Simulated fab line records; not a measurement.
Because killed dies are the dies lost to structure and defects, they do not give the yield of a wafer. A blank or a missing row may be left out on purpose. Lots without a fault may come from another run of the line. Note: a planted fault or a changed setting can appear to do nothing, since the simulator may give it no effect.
fab line records / flow nandHarc
record: lots: 6 wafers: 18 lastDay: 32
route steps=1302 shown P_M2@340 P_BONDPAD@351
lots with no fault: from the same line, run without faults
startH: start of the lot's first displayed wafer, in hours after the record's first day / waitH: how many hours have passed since the lot's step before this one / " as in the row above / L1.1+2: several wafers, shown together as one row / - no value, or no start was given / * or withheld: withheld / < > ~ a bound
route shown NAME@n: NAME is a module with steps in the file, n the number in the route of the first one / usual: mean/standard deviation of fault-free wafers / same: alike in all rows / chamber/n: place in a boat / sites: the reading at each site / _std_site: their standard deviation / _edge_site: mean of outer sites minus mean of inner sites / radiusMm: how far each site lies from the wafer's centre / mask NAME#n: copy n / behind: the tool/chamber that last shaped the wafer / hold: reason for holding the lot/hours on hold/outcome of the hold / device: which transistor (n, p or np) failed to switch / end of line: the same wafers' tests at the end of the route / where a step has no rows: the recipe by itself / killed: count of dies lost to structure and defects at first sort (not the wafer's yield) / map: the dies of a wafer, with x for killed, . for not killed, _ for no die there
set.NAME: the setting that was run; set.NAME@STEP: the one run at that earlier step / model.NAME: the simulator's own value behind a step, which no gauge read
certain route steps with their lots: each step a table, each wafer a row
services: the hour from which a tool's chamber was out of use, counted from the record's first day as startH (under 0 if before that day), plus the number of hours and why
== steps ==
step: NHARC_P_M2_PVD_20
recipe: targetThkA: 50 biasV: 168.6 powerW: 15000 chamberPressurePa: 0.12 timeS: 8.06 substrateTempC: 50 material: TaN
usual: chamberPressurePa: 0.12001/0.00025 throttleValvePct: 30.2/1.1
lot.wafer=L477.4 tool=pvdSputter-03 chamber=- startH=- waitH=- chamberPressurePa=0.11957 throttleValvePct=32.2
lot.wafer=L477.3 tool=pvdSputter-03 chamber=- startH=- waitH=- chamberPressurePa=0.11976 throttleValvePct=28.2
lot.wafer=L477.6 tool=pvdSputter-03 chamber=- startH=- waitH=- chamberPressurePa=0.11967 throttleValvePct=28.3
lot.wafer=L484.1 tool=pvdSputter-02 chamber=- startH=- waitH=- chamberPressurePa=0.12032 throttleValvePct=31.2
lot.wafer=L484.4 tool=pvdSputter-02 chamber=- startH=- waitH=- chamberPressurePa=0.11996 throttleValvePct=30.1
lot.wafer=L484.2 tool=pvdSputter-02 chamber=- startH=- waitH=- chamberPressurePa=0.12051 throttleValvePct=28.0
lot.wafer=L486.2 tool=pvdSputter-01 chamber=- startH=- waitH=- chamberPressurePa=0.12012 throttleValvePct=30.5
lot.wafer=L486.4 tool=pvdSputter-01 chamber=- startH=- waitH=- chamberPressurePa=0.12023 throttleValvePct=30.4
lot.wafer=L486.6 tool=pvdSputter-01 chamber=- startH=- waitH=- chamberPressurePa=0.12009 throttleValvePct=30.6
lot.wafer=L487.4 tool=pvdSputter-01 chamber=- startH=- waitH=- chamberPressurePa=0.12056 throttleValvePct=30.0
lot.wafer=L487.5 tool=pvdSputter-01 chamber=- startH=- waitH=- chamberPressurePa=0.11986 throttleValvePct=29.7
lot.wafer=L487.6 tool=pvdSputter-01 chamber=- startH=- waitH=- chamberPressurePa=0.11995 throttleValvePct=30.3
lot.wafer=L496.3 tool=pvdSputter-01 chamber=- startH=- waitH=- chamberPressurePa=0.12001 throttleValvePct=30.4
lot.wafer=L496.1 tool=pvdSputter-01 chamber=- startH=- waitH=- chamberPressurePa=0.12008 throttleValvePct=30.4
lot.wafer=L496.6 tool=pvdSputter-01 chamber=- startH=- waitH=- chamberPressurePa=0.12018 throttleValvePct=30.3
lot.wafer=L499.4 tool=pvdSputter-01 chamber=- startH=- waitH=- chamberPressurePa=0.11988 throttleValvePct=29.7
lot.wafer=L499.6 tool=pvdSputter-01 chamber=- startH=- waitH=- chamberPressurePa=0.11989 throttleValvePct=30.5
lot.wafer=L499.5 tool=pvdSputter-01 chamber=- startH=- waitH=- chamberPressurePa=0.11985 throttleValvePct=30.1
step: NHARC_P_M2_PVD_21
recipe: targetThkA: 300 chamberPressurePa: 5 powerW: 5000 substrateTempC: 30 timeS: 20.49 material: Cu
usual: chamberPressurePa: 5.000/0.011 throttleValvePct: 30.1/1.1
lot.wafer=L477.3 tool=pvdSputter-03 chamber=- startH=- waitH=- chamberPressurePa=4.996 throttleValvePct=28.3
lot.wafer=L477.4 tool=pvdSputter-03 chamber=- startH=- waitH=- chamberPressurePa=4.997 throttleValvePct=30.9
lot.wafer=L477.6 tool=pvdSputter-03 chamber=- startH=- waitH=- chamberPressurePa=5.003 throttleValvePct=28.3
lot.wafer=L484.4 tool=pvdSputter-02 chamber=- startH=- waitH=- chamberPressurePa=5.007 throttleValvePct=30.1
lot.wafer=L484.1 tool=pvdSputter-02 chamber=- startH=- waitH=- chamberPressurePa=5.012 throttleValvePct=28.4
lot.wafer=L484.2 tool=pvdSputter-02 chamber=- startH=- waitH=- chamberPressurePa=4.985 throttleValvePct=31.6
lot.wafer=L486.4 tool=pvdSputter-01 chamber=- startH=- waitH=- chamberPressurePa=5.003 throttleValvePct=30.6
lot.wafer=L486.2 tool=pvdSputter-01 chamber=- startH=- waitH=- chamberPressurePa=5.007 throttleValvePct=29.6
lot.wafer=L486.6 tool=pvdSputter-01 chamber=- startH=- waitH=- chamberPressurePa=5.001 throttleValvePct=30.6
lot.wafer=L487.4 tool=pvdSputter-01 chamber=- startH=- waitH=- chamberPressurePa=4.984 throttleValvePct=29.4
lot.wafer=L487.6 tool=pvdSputter-01 chamber=- startH=- waitH=- chamberPressurePa=4.990 throttleValvePct=29.5
lot.wafer=L487.5 tool=pvdSputter-01 chamber=- startH=- waitH=- chamberPressurePa=4.979 throttleValvePct=30.3
lot.wafer=L496.1 tool=pvdSputter-01 chamber=- startH=- waitH=- chamberPressurePa=4.995 throttleValvePct=30.3
lot.wafer=L496.3 tool=pvdSputter-01 chamber=- startH=- waitH=- chamberPressurePa=4.988 throttleValvePct=30.6
lot.wafer=L496.6 tool=pvdSputter-01 chamber=- startH=- waitH=- chamberPressurePa=5.012 throttleValvePct=29.7
lot.wafer=L499.4 tool=pvdSputter-01 chamber=- startH=- waitH=- chamberPressurePa=4.996 throttleValvePct=30.3
lot.wafer=L499.5 tool=pvdSputter-01 chamber=- startH=- waitH=- chamberPressurePa=4.972 throttleValvePct=30.7
lot.wafer=L499.6 tool=pvdSputter-01 chamber=- startH=- waitH=- chamberPressurePa=5.001 throttleValvePct=30.5
step: NHARC_P_M2_ECD_22
recipe: targetThkA: 4000 bathTempC: 25 material: Cu
step: NHARC_P_M2_ANNEAL_31
recipe: tempC: 225 timeS: 90
usual: wafer_temp_C_max: 225.72/0.22
lot.wafer=L477.3 tool=rtpAnneal-01 chamber=0 startH=138.91 waitH=- wafer_temp_C_max=225.80
lot.wafer=L477.4 tool=rtpAnneal-01 chamber=0 startH=138.91 waitH=- wafer_temp_C_max=225.85
lot.wafer=L477.6 tool=rtpAnneal-01 chamber=0 startH=138.91 waitH=- wafer_temp_C_max=225.86
lot.wafer=L484.1 tool=rtpAnneal-02 chamber=0 startH=212.87 waitH=- wafer_temp_C_max=225.87
lot.wafer=L484.2 tool=rtpAnneal-02 chamber=0 startH=212.87 waitH=- wafer_temp_C_max=225.73
lot.wafer=L484.4 tool=rtpAnneal-02 chamber=0 startH=212.87 waitH=- wafer_temp_C_max=225.86
lot.wafer=L486.2 tool=rtpAnneal-01 chamber=0 startH=237.01 waitH=- wafer_temp_C_max=225.68
lot.wafer=L486.4 tool=rtpAnneal-01 chamber=0 startH=237.01 waitH=- wafer_temp_C_max=225.95
lot.wafer=L486.6 tool=rtpAnneal-01 chamber=0 startH=237.01 waitH=- wafer_temp_C_max=225.98
lot.wafer=L487.4 tool=rtpAnneal-01 chamber=0 startH=239.76 waitH=- wafer_temp_C_max=225.33
lot.wafer=L487.5 tool=rtpAnneal-01 chamber=0 startH=239.76 waitH=- wafer_temp_C_max=226.11
lot.wafer=L487.6 tool=rtpAnneal-01 chamber=0 startH=239.76 waitH=- wafer_temp_C_max=225.74
lot.wafer=L496.1 tool=rtpAnneal-01 chamber=0 startH=332.87 waitH=0.3 wafer_temp_C_max=226.06
lot.wafer=L496.3 tool=rtpAnneal-01 chamber=0 startH=332.87 waitH=0.3 wafer_temp_C_max=225.66
lot.wafer=L496.6 tool=rtpAnneal-01 chamber=0 startH=332.87 waitH=0.3 wafer_temp_C_max=225.71
lot.wafer=L499.4 tool=rtpAnneal-01 chamber=0 startH=357.09 waitH=- wafer_temp_C_max=225.29
lot.wafer=L499.5 tool=rtpAnneal-01 chamber=0 startH=357.09 waitH=- wafer_temp_C_max=225.59
lot.wafer=L499.6 tool=rtpAnneal-01 chamber=0 startH=357.09 waitH=- wafer_temp_C_max=225.26
step: NHARC_P_M2_CMP_23
recipe: tOverpolishS: 20 targetThkNm: 144.3
usual: edgeZonePressureFrac: 1.000/0.0054 motorCurrentA: 12.3/0.8 timeToEndpointS: 28/3.4
lot.wafer=L477.4 tool=cmp-01 chamber=0 startH=139.18 waitH=- edgeZonePressureFrac=0.994 motorCurrentA=12.9 timeToEndpointS=29
lot.wafer=L477.3 tool=cmp-01 chamber=1 startH=139.18 waitH=- edgeZonePressureFrac=0.997 motorCurrentA=13.5 timeToEndpointS=35
lot.wafer=L477.6 tool=cmp-01 chamber=0 startH=139.18 waitH=- edgeZonePressureFrac=0.996 motorCurrentA=12.7 timeToEndpointS=29
lot.wafer=L484.2 tool=cmp-02 chamber=2 startH=213.21 waitH=- edgeZonePressureFrac=1.000 motorCurrentA=11.7 timeToEndpointS=25
lot.wafer=L484.1 tool=cmp-02 chamber=0 startH=213.21 waitH=- edgeZonePressureFrac=0.997 motorCurrentA=12.1 timeToEndpointS=24
lot.wafer=L484.4 tool=cmp-02 chamber=1 startH=213.21 waitH=- edgeZonePressureFrac=1.008 motorCurrentA=12.8 timeToEndpointS=22
lot.wafer=L486.2 tool=cmp-02 chamber=1 startH=237.36 waitH=- edgeZonePressureFrac=1.004 motorCurrentA=12.0 timeToEndpointS=24
lot.wafer=L486.4 tool=cmp-02 chamber=2 startH=237.36 waitH=- edgeZonePressureFrac=1.004 motorCurrentA=12.2 timeToEndpointS=22
lot.wafer=L486.6 tool=cmp-02 chamber=0 startH=237.36 waitH=- edgeZonePressureFrac=0.996 motorCurrentA=11.7 timeToEndpointS=24
lot.wafer=L487.4 tool=cmp-03 chamber=0 startH=240.03 waitH=- edgeZonePressureFrac=1.005 motorCurrentA=12.7 timeToEndpointS=24
lot.wafer=L487.5 tool=cmp-03 chamber=2 startH=240.03 waitH=- edgeZonePressureFrac=1.005 motorCurrentA=11.0 timeToEndpointS=31
lot.wafer=L487.6 tool=cmp-03 chamber=3 startH=240.03 waitH=- edgeZonePressureFrac=0.997 motorCurrentA=13.6 timeToEndpointS=29
lot.wafer=L496.3 tool=cmp-01 chamber=2 startH=333.22 waitH=- edgeZonePressureFrac=1.003 motorCurrentA=12.2 timeToEndpointS=32
lot.wafer=L496.1 tool=cmp-01 chamber=0 startH=333.22 waitH=- edgeZonePressureFrac=0.995 motorCurrentA=12.6 timeToEndpointS=29
lot.wafer=L496.6 tool=cmp-01 chamber=2 startH=333.22 waitH=- edgeZonePressureFrac=1.007 motorCurrentA=12.2 timeToEndpointS=32
lot.wafer=L499.4 tool=cmp-03 chamber=0 startH=357.33 waitH=- edgeZonePressureFrac=1.001 motorCurrentA=12.4 timeToEndpointS=26
lot.wafer=L499.6 tool=cmp-03 chamber=2 startH=357.33 waitH=- edgeZonePressureFrac=0.995 motorCurrentA=11.6 timeToEndpointS=31
lot.wafer=L499.5 tool=cmp-03 chamber=3 startH=357.33 waitH=- edgeZonePressureFrac=1.011 motorCurrentA=13.0 timeToEndpointS=31
step: NHARC_P_M2_THK_MEAS_24
recipe: thkMeasGauge: xrf
usual: thkNm: 144.1/2
lot.wafer=L477.3 tool=filmMetro-01 chamber=- startH=139.46 waitH=- thkNm=143.7
lot.wafer=L477.4 tool=filmMetro-01 chamber=- startH=139.46 waitH=- thkNm=143.5
lot.wafer=L477.6 tool=filmMetro-01 chamber=- startH=139.46 waitH=- thkNm=145.4
lot.wafer=L484.1 tool=filmMetro-02 chamber=- startH=213.53 waitH=- thkNm=144.4
lot.wafer=L484.2 tool=filmMetro-02 chamber=- startH=213.53 waitH=- thkNm=142.4
lot.wafer=L484.4 tool=filmMetro-02 chamber=- startH=213.53 waitH=- thkNm=143.6
lot.wafer=L486.2 tool=filmMetro-02 chamber=- startH=237.62 waitH=- thkNm=144.4
lot.wafer=L486.4 tool=filmMetro-02 chamber=- startH=237.62 waitH=- thkNm=145.8
lot.wafer=L486.6 tool=filmMetro-02 chamber=- startH=237.62 waitH=- thkNm=143.2
lot.wafer=L487.4 tool=filmMetro-02 chamber=- startH=240.29 waitH=- thkNm=141.8
lot.wafer=L487.5 tool=filmMetro-02 chamber=- startH=240.29 waitH=- thkNm=146.0
lot.wafer=L487.6 tool=filmMetro-02 chamber=- startH=240.29 waitH=- thkNm=144.5
lot.wafer=L496.1 tool=filmMetro-02 chamber=- startH=333.53 waitH=- thkNm=143.1
lot.wafer=L496.3 tool=filmMetro-02 chamber=- startH=333.53 waitH=- thkNm=147.3
lot.wafer=L496.6 tool=filmMetro-02 chamber=- startH=333.53 waitH=- thkNm=144.1
lot.wafer=L499.4 tool=filmMetro-02 chamber=- startH=357.59 waitH=- thkNm=141.0
lot.wafer=L499.5 tool=filmMetro-02 chamber=- startH=357.59 waitH=- thkNm=145.7
lot.wafer=L499.6 tool=filmMetro-02 chamber=- startH=357.59 waitH=- thkNm=144.7
step: NHARC_P_M2_SRD_25
step: NHARC_P_M2_INSPECT_27
usual: rawDefectCount: 344/120
lot.wafer=L477.3 tool=defectInspect-01 chamber=- startH=139.64 waitH=0.0 rawDefectCount=318
lot.wafer=L477.4 tool=defectInspect-01 chamber=- startH=139.64 waitH=0.0 rawDefectCount=549
lot.wafer=L477.6 tool=defectInspect-01 chamber=- startH=139.64 waitH=0.0 rawDefectCount=257
lot.wafer=L484.1 tool=defectInspect-01 chamber=- startH=213.68 waitH=0.0 rawDefectCount=273
lot.wafer=L484.2 tool=defectInspect-01 chamber=- startH=213.68 waitH=0.0 rawDefectCount=247
lot.wafer=L484.4 tool=defectInspect-01 chamber=- startH=213.68 waitH=0.0 rawDefectCount=292
lot.wafer=L486.2 tool=defectInspect-01 chamber=- startH=237.78 waitH=0.0 rawDefectCount=264
lot.wafer=L486.4 tool=defectInspect-01 chamber=- startH=237.78 waitH=0.0 rawDefectCount=483
lot.wafer=L486.6 tool=defectInspect-01 chamber=- startH=237.78 waitH=0.0 rawDefectCount=513
lot.wafer=L487.4 tool=defectInspect-02 chamber=- startH=240.45 waitH=0.0 rawDefectCount=133
lot.wafer=L487.5 tool=defectInspect-02 chamber=- startH=240.45 waitH=0.0 rawDefectCount=201
lot.wafer=L487.6 tool=defectInspect-02 chamber=- startH=240.45 waitH=0.0 rawDefectCount=283
lot.wafer=L496.1 tool=defectInspect-01 chamber=- startH=333.69 waitH=0.0 rawDefectCount=295
lot.wafer=L496.3 tool=defectInspect-01 chamber=- startH=333.69 waitH=0.0 rawDefectCount=418
lot.wafer=L496.6 tool=defectInspect-01 chamber=- startH=333.69 waitH=0.0 rawDefectCount=277
lot.wafer=L499.4 tool=defectInspect-02 chamber=- startH=357.75 waitH=0.0 rawDefectCount=457
lot.wafer=L499.5 tool=defectInspect-02 chamber=- startH=357.75 waitH=0.0 rawDefectCount=214
lot.wafer=L499.6 tool=defectInspect-02 chamber=- startH=357.75 waitH=0.0 rawDefectCount=454
step: NHARC_P_M2_PRE_CLEAN_32
recipe: timeS: 12 tempC: 370 rfPowerW: 300 gas: NH3
step: NHARC_P_M2_DEP_33
recipe: targetThkA: 300 tempC: 370 targetThkNm: 30 pressureTorr: 3 flowSccm: 200 rfW: 450 material: SiCN
usual: heaterPowerW: 585/66
lot.wafer=L477.3 tool=pecvd-02 chamber=2 startH=139.79 waitH=0.1 heaterPowerW=497
lot.wafer=L477.6 tool=pecvd-02 chamber=0 startH=139.79 waitH=0.1 heaterPowerW=557
lot.wafer=L477.4 tool=pecvd-02 chamber=1 startH=139.79 waitH=0.1 heaterPowerW=579
lot.wafer=L484.2 tool=pecvd-04 chamber=1 startH=213.87 waitH=0.1 heaterPowerW=524
lot.wafer=L484.1 tool=pecvd-04 chamber=2 startH=213.87 waitH=0.1 heaterPowerW=682
lot.wafer=L484.4 tool=pecvd-04 chamber=2 startH=213.87 waitH=0.1 heaterPowerW=662
lot.wafer=L486.2 tool=pecvd-04 chamber=0 startH=238.57 waitH=0.1 heaterPowerW=689
lot.wafer=L486.6 tool=pecvd-04 chamber=1 startH=238.57 waitH=0.1 heaterPowerW=537
lot.wafer=L486.4 tool=pecvd-04 chamber=2 startH=238.57 waitH=0.1 heaterPowerW=580
lot.wafer=L487.5 tool=pecvd-04 chamber=2 startH=240.72 waitH=0.2 heaterPowerW=571
lot.wafer=L487.4 tool=pecvd-04 chamber=0 startH=240.72 waitH=0.2 heaterPowerW=651
lot.wafer=L487.6 tool=pecvd-04 chamber=1 startH=240.72 waitH=0.2 heaterPowerW=543
lot.wafer=L496.1 tool=pecvd-02 chamber=2 startH=333.87 waitH=0.1 heaterPowerW=510
lot.wafer=L496.3 tool=pecvd-02 chamber=2 startH=333.87 waitH=0.1 heaterPowerW=484
lot.wafer=L496.6 tool=pecvd-02 chamber=2 startH=333.87 waitH=0.1 heaterPowerW=486
lot.wafer=L499.6 tool=pecvd-03 chamber=1 startH=358.02 waitH=0.2 heaterPowerW=647
lot.wafer=L499.5 tool=pecvd-03 chamber=2 startH=358.02 waitH=0.2 heaterPowerW=654
lot.wafer=L499.4 tool=pecvd-03 chamber=0 startH=358.02 waitH=0.2 heaterPowerW=591
step: NHARC_P_BONDPAD_DEP_00
recipe: targetThkA: 2500 tempC: 370 targetThkNm: 250 pressureTorr: 3 flowSccm: 200 rfW: 450 material: SiCN
step: NHARC_P_BONDPAD_CMP_32
recipe: targetThkNm: 200 material: SiCN
usual: edgeZonePressureFrac: 1.000/0.0044 motorCurrentA: 12.5/0.98
lot.wafer=L477.4 tool=cmp-01 chamber=1 startH=140.66 waitH=- edgeZonePressureFrac=0.993 motorCurrentA=12.8
lot.wafer=L477.3 tool=cmp-01 chamber=2 startH=140.66 waitH=- edgeZonePressureFrac=0.995 motorCurrentA=12.5
lot.wafer=L477.6 tool=cmp-01 chamber=0 startH=140.66 waitH=- edgeZonePressureFrac=1.001 motorCurrentA=12.9
lot.wafer=L484.2 tool=cmp-04 chamber=0 startH=214.66 waitH=- edgeZonePressureFrac=0.997 motorCurrentA=11.8
lot.wafer=L484.4 tool=cmp-04 chamber=1 startH=214.66 waitH=- edgeZonePressureFrac=1.006 motorCurrentA=11.3
lot.wafer=L484.1 tool=cmp-04 chamber=2 startH=214.66 waitH=- edgeZonePressureFrac=0.994 motorCurrentA=12.3
lot.wafer=L486.4 tool=cmp-01 chamber=3 startH=239.49 waitH=- edgeZonePressureFrac=- motorCurrentA=-
lot.wafer=L486.2 tool=cmp-01 chamber=1 startH=239.49 waitH=- edgeZonePressureFrac=- motorCurrentA=-
lot.wafer=L486.6 tool=cmp-01 chamber=2 startH=239.49 waitH=- edgeZonePressureFrac=- motorCurrentA=-
lot.wafer=L487.4 tool=cmp-04 chamber=2 startH=241.46 waitH=- edgeZonePressureFrac=- motorCurrentA=-
lot.wafer=L487.5 tool=cmp-04 chamber=0 startH=241.46 waitH=- edgeZonePressureFrac=- motorCurrentA=-
lot.wafer=L487.6 tool=cmp-04 chamber=1 startH=241.46 waitH=- edgeZonePressureFrac=- motorCurrentA=-
lot.wafer=L496.1 tool=cmp-01 chamber=3 startH=334.84 waitH=- edgeZonePressureFrac=0.999 motorCurrentA=11.6
lot.wafer=L496.3 tool=cmp-01 chamber=0 startH=334.84 waitH=- edgeZonePressureFrac=0.996 motorCurrentA=12.8
lot.wafer=L496.6 tool=cmp-01 chamber=3 startH=334.84 waitH=- edgeZonePressureFrac=1.003 motorCurrentA=11.7
lot.wafer=L499.4 tool=cmp-01 chamber=3 startH=358.71 waitH=- edgeZonePressureFrac=0.999 motorCurrentA=11.9
lot.wafer=L499.5 tool=cmp-01 chamber=3 startH=358.71 waitH=- edgeZonePressureFrac=1.004 motorCurrentA=11.4
lot.wafer=L499.6 tool=cmp-01 chamber=0 startH=358.71 waitH=- edgeZonePressureFrac=0.996 motorCurrentA=12.8
step: NHARC_P_BONDPAD_THK_MEAS_33
recipe: thkMeasGauge: ellipsometry
usual: thkNm: 199.8/1.7
lot.wafer=L477.3 tool=filmMetro-01 chamber=- startH=140.86 waitH=0.2 thkNm=200.6
lot.wafer=L477.4 tool=filmMetro-01 chamber=- startH=140.86 waitH=0.2 thkNm=201.8
lot.wafer=L477.6 tool=filmMetro-01 chamber=- startH=140.86 waitH=0.2 thkNm=201.2
lot.wafer=L484.1 tool=filmMetro-02 chamber=- startH=214.88 waitH=0.1 thkNm=200.8
lot.wafer=L484.2 tool=filmMetro-02 chamber=- startH=214.88 waitH=0.1 thkNm=201.3
lot.wafer=L484.4 tool=filmMetro-02 chamber=- startH=214.88 waitH=0.1 thkNm=197.7
lot.wafer=L486.2 tool=filmMetro-02 chamber=- startH=239.72 waitH=0.2 thkNm=249.9
lot.wafer=L486.4 tool=filmMetro-02 chamber=- startH=239.72 waitH=0.2 thkNm=253.9
lot.wafer=L486.6 tool=filmMetro-02 chamber=- startH=239.72 waitH=0.2 thkNm=252.1
lot.wafer=L487.4 tool=filmMetro-02 chamber=- startH=241.66 waitH=0.2 thkNm=252.3
lot.wafer=L487.5 tool=filmMetro-02 chamber=- startH=241.66 waitH=0.2 thkNm=250.8
lot.wafer=L487.6 tool=filmMetro-02 chamber=- startH=241.66 waitH=0.2 thkNm=251.1
lot.wafer=L496.1 tool=filmMetro-01 chamber=- startH=335.06 waitH=0.2 thkNm=199.0
lot.wafer=L496.3 tool=filmMetro-01 chamber=- startH=335.06 waitH=0.2 thkNm=199.5
lot.wafer=L496.6 tool=filmMetro-01 chamber=- startH=335.06 waitH=0.2 thkNm=199.4
lot.wafer=L499.4 tool=filmMetro-02 chamber=- startH=358.96 waitH=0.2 thkNm=202.0
lot.wafer=L499.5 tool=filmMetro-02 chamber=- startH=358.96 waitH=0.2 thkNm=201.6
lot.wafer=L499.6 tool=filmMetro-02 chamber=- startH=358.96 waitH=0.2 thkNm=201.4
step: NHARC_P_BONDPAD_SRD_34
== services ==
tool=cmp-03 chamber=- startH=125.09 hours=3.1 kind=repair
tool=cmp-02 chamber=- startH=129.33 hours=10.5 kind=repair
tool=rtpAnneal-01 chamber=- startH=141.27 hours=3.8 kind=repair
tool=pvdSputter-03 chamber=- startH=170.00 hours=10.0 kind=pm
tool=cmp-02 chamber=- startH=171.70 hours=1.3 kind=repair
tool=cmp-03 chamber=- startH=176.49 hours=4.0 kind=pm
tool=cmp-01 chamber=- startH=185.60 hours=4.0 kind=pm
tool=pecvd-04 chamber=- startH=186.39 hours=0.5 kind=repair
tool=cmp-01 chamber=- startH=206.19 hours=2.3 kind=repair
tool=pvdSputter-03 chamber=- startH=207.45 hours=4.8 kind=repair
tool=cmp-04 chamber=- startH=209.00 hours=4.0 kind=pm
tool=pecvd-02 chamber=- startH=214.97 hours=0.5 kind=repair
tool=cmp-04 chamber=- startH=216.19 hours=0.8 kind=repair
tool=cmp-02 chamber=- startH=218.02 hours=3.6 kind=repair
tool=pvdSputter-01 chamber=- startH=226.00 hours=10.0 kind=pm
tool=pecvd-02 chamber=- startH=227.13 hours=13.0 kind=pm
tool=pecvd-04 chamber=- startH=237.23 hours=0.7 kind=repair
tool=cmp-02 chamber=- startH=237.82 hours=4.0 kind=pm
tool=pvdSputter-02 chamber=- startH=248.26 hours=4.3 kind=repair
tool=cmp-02 chamber=- startH=264.65 hours=0.6 kind=repair
tool=pecvd-04 chamber=- startH=269.41 hours=13.0 kind=pm
tool=cmp-01 chamber=- startH=283.60 hours=4.0 kind=pm
tool=cmp-01 chamber=- startH=321.21 hours=1.8 kind=repair
tool=cmp-01 chamber=- startH=352.14 hours=0.6 kind=repair
== key ==
firstSign: step: NHARC_P_BONDPAD_CMP_32 reading: toolRecord direction: missing
effect: step: NHARC_P_BONDPAD_THK_MEAS_33 reading: thkNm direction: up sigmas: 30 usual: 199.8 struck: 251.7
metAt NHARC_P_BONDPAD_CMP_32
struckWafers L486.2,L486.4,L486.6,L487.4,L487.5,L487.6
laterRowsLeftOut L486.2,L486.4,L486.6,L487.4,L487.5,L487.6
sortLeftOut L486.2,L486.4,L486.6,L487.4,L487.5,L487.6
onsetBetween 214.66 239.49
fault: kind: skippedStepWhole tool: cmp-01,cmp-04 chamber: - onsetH: 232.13 steps: NHARC_P_BONDPAD_CMP_32 scope: struckLotsOnly
sortLeftOut: the simulated sort isn't trusted on such a fault, so these wafers' sort isn't shown, and their yield isn't known
laterRowsLeftOut: the simulator's readings of these wafers behind a module that went badly wrong aren't trusted and aren't shown, but for the sort
